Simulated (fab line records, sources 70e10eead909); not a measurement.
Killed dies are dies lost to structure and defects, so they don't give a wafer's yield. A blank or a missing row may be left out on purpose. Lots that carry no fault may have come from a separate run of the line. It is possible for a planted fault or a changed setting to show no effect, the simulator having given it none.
Chamber matching || flow nand harc || NHARC_P_ZERO_WELL_ETCH_65 on rie diel-02 has 4 sister chambers
The step etches the open film in N2/H2, target depth 80 nm, overetch 24 nm, time 87.88 s. 4 wafers are shown with their chamber, then 8 later ones without.

== WAFERS, EACH WITH ITS CHAMBER ==
{"wafer": "L078.5", "chamber": 2, "drypump motor current A (A)": 5.8}
{"wafer": "L084.4", "chamber": 3, "drypump motor current A (A)": 5.9}
{"wafer": "L084.5", "chamber": 1, "drypump motor current A (A)": 6.4}
{"wafer": "L093.3", "chamber": 0, "drypump motor current A (A)": 5.4}

== WAFERS WITH NO CHAMBER GIVEN ==
{"wafer": "L093.4", "drypump motor current A (A)": 6.4}
{"wafer": "L093.5", "drypump motor current A (A)": 6.4}
{"wafer": "L093.1", "drypump motor current A (A)": 5.8}
{"wafer": "L093.2", "drypump motor current A (A)": 5.9}
{"wafer": "L093.6", "drypump motor current A (A)": 5.4}
{"wafer": "L096.1", "drypump motor current A (A)": 6.3}
{"wafer": "L096.3", "drypump motor current A (A)": 5.8}
{"wafer": "L096.4", "drypump motor current A (A)": 5.9}

== CHAMBER TAKEN BY EACH ==
{"wafer": "L093.4", "from the rows above": 1, "in truth": 1}
{"wafer": "L093.5", "from the rows above": 1, "in truth": 1}
{"wafer": "L093.1", "from the rows above": 2, "in truth": 2}
{"wafer": "L093.2", "from the rows above": 3, "in truth": 3}
{"wafer": "L093.6", "from the rows above": 0, "in truth": 0}
{"wafer": "L096.1", "from the rows above": 1, "in truth": 1}
{"wafer": "L096.3", "from the rows above": 2, "in truth": 2}
{"wafer": "L096.4", "from the rows above": 3, "in truth": 3}
Correctly placed: 8 of 8. Number that these rows cannot place: 0. Number placed wrongly: 0.
How it was worked out, from the rows above alone: a wafer's distance from a chamber is the root of the sum, over the readings, of the square of ((its reading less the chamber's mean) divided by the reading's scatter). The wafer belongs to the nearest chamber; if the next one is less than 2 further off, it can't be placed. A chamber's mean is the mean of its shown wafers. The scatter (one wafer shown for each chamber): square how far every hidden wafer sits from the nearest shown wafer, average those squares and take the square root.
